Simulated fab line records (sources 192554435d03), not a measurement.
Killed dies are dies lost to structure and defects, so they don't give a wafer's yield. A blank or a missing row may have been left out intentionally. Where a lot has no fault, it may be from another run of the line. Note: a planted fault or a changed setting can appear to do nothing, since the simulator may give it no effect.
Chamber matching || flow n5-finfet || 3 sister chambers for N5_BEOL_M5_ILD_DEP_00 on pecvd-01
The step deposits SiCOH lowk from DEMS/porogen, target thk 140.64 nm, time 25.9 s. 6 wafers are shown with their chamber, then 7 later ones without.

WAFERS, EACH WITH ITS CHAMBER
{"wafer": "L082.4", "chamber": 2, "showerhead-vpp-V (V)": 1312, "throttle-valve-pct (%)": 13.6}
{"wafer": "L082.6", "chamber": 1, "showerhead-vpp-V (V)": 1402, "throttle-valve-pct (%)": 13.8}
{"wafer": "L089.4", "chamber": 0, "showerhead-vpp-V (V)": 1450, "throttle-valve-pct (%)": 14.9}
{"wafer": "L089.6", "chamber": 1, "showerhead-vpp-V (V)": 1382, "throttle-valve-pct (%)": 13.8}
{"wafer": "L090.2", "chamber": 2, "showerhead-vpp-V (V)": 1300, "throttle-valve-pct (%)": 13.4}
{"wafer": "L090.3", "chamber": 0, "showerhead-vpp-V (V)": 1477, "throttle-valve-pct (%)": 14.8}

WAFERS WITH NO CHAMBER GIVEN
{"wafer": "L090.6", "showerhead-vpp-V (V)": 1465, "throttle-valve-pct (%)": 14.7}
{"wafer": "L092.2", "showerhead-vpp-V (V)": 1289, "throttle-valve-pct (%)": 13.3}
{"wafer": "L092.4", "showerhead-vpp-V (V)": 1318, "throttle-valve-pct (%)": 13.4}
{"wafer": "L092.5", "showerhead-vpp-V (V)": 1362, "throttle-valve-pct (%)": 13.6}
{"wafer": "L095.2", "showerhead-vpp-V (V)": 1289, "throttle-valve-pct (%)": 13.8}
{"wafer": "L095.4", "showerhead-vpp-V (V)": 1439, "throttle-valve-pct (%)": 14.8}
{"wafer": "L095.5", "showerhead-vpp-V (V)": 1324, "throttle-valve-pct (%)": 13.4}

THE CHAMBER EACH PASSED THROUGH
{"wafer": "L090.6", "from the rows above": 0, "in truth": 0}
{"wafer": "L092.2", "from the rows above": 2, "in truth": 2}
{"wafer": "L092.4", "from the rows above": 2, "in truth": 2}
{"wafer": "L092.5", "from the rows above": "can't be placed: 1 or 2", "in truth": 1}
{"wafer": "L095.2", "from the rows above": 2, "in truth": 2}
{"wafer": "L095.4", "from the rows above": 0, "in truth": 0}
{"wafer": "L095.5", "from the rows above": 2, "in truth": 2}
Correct placement for 6 of the 7. These rows do not allow placing 1 (true chamber among the candidates in 1). Wrongly placed: 0.
How it was worked out, from the rows above alone: a wafer's distance from a chamber is the root of the sum, over the readings, of the square of ((its reading less the chamber's mean) divided by the reading's scatter). The wafer belongs to the nearest chamber; if the next one is less than 2 further off, it can't be placed. For every chamber, the mean is computed from those of its wafers that are shown. How the scatter is found: for the shown wafers, subtract from each reading the mean of its chamber, square and add these, divide the total by (wafers less chambers), then take the root.
